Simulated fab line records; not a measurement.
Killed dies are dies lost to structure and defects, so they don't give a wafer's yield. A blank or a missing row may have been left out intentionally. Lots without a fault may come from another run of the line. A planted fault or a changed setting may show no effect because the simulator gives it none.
Chamber matching + flow n5_finfet + N5_BEOL_M9_STRIP_19 on rie_diel-05 has 4 sister chambers
The step strips in O2. 4 wafers are shown with their chamber, then 9 later ones without.

## WAFERS, EACH WITH ITS CHAMBER
| wafer  | chamber | drypump_motor_current_A (A) |
|--------|---------|-----------------------------|
| L079.5 | 0       | 4.9                         |
| L090.2 | 3       | 5.4                         |
| L090.3 | 2       | 5.8                         |
| L090.4 | 1       | 4.9                         |

## WAFERS WHOSE CHAMBER IS MISSING
| wafer  | drypump_motor_current_A (A) |
|--------|-----------------------------|
| L093.1 | 5.9                         |
| L093.3 | 4.9                         |
| L093.6 | 4.9                         |
| L094.1 | 4.9                         |
| L094.2 | 4.9                         |
| L094.3 | 5.4                         |
| L097.1 | 4.9                         |
| L097.3 | 4.9                         |
| L097.6 | 5.4                         |

## WHICH CHAMBER EACH WENT THROUGH
| wafer  | from the rows above     | in truth |
|--------|-------------------------|----------|
| L093.1 | 2                       | 2        |
| L093.3 | can't be placed: 0 or 1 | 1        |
| L093.6 | can't be placed: 0 or 1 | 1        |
| L094.1 | can't be placed: 0 or 1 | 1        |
| L094.2 | can't be placed: 0 or 1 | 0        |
| L094.3 | 3                       | 3        |
| L097.1 | can't be placed: 0 or 1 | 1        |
| L097.3 | can't be placed: 0 or 1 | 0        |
| L097.6 | 3                       | 3        |
Correct placement for 3 of the 9. From these rows, 6 cannot be placed; in 6 the true chamber is one of the candidates. 0 placed wrongly.
How it was worked out, from the rows above alone: a wafer's distance from a chamber is the root of the sum, over the readings, of the square of ((its reading less the chamber's mean) divided by the reading's scatter). If the next closest chamber is less than 2 further off than the closest, the wafer can't be placed; otherwise it belongs to the closest. For every chamber, the mean is computed from those of its wafers that are shown. The scatter (one wafer shown for each chamber): square how far every hidden wafer sits from the nearest shown wafer, average those squares and take the square root.
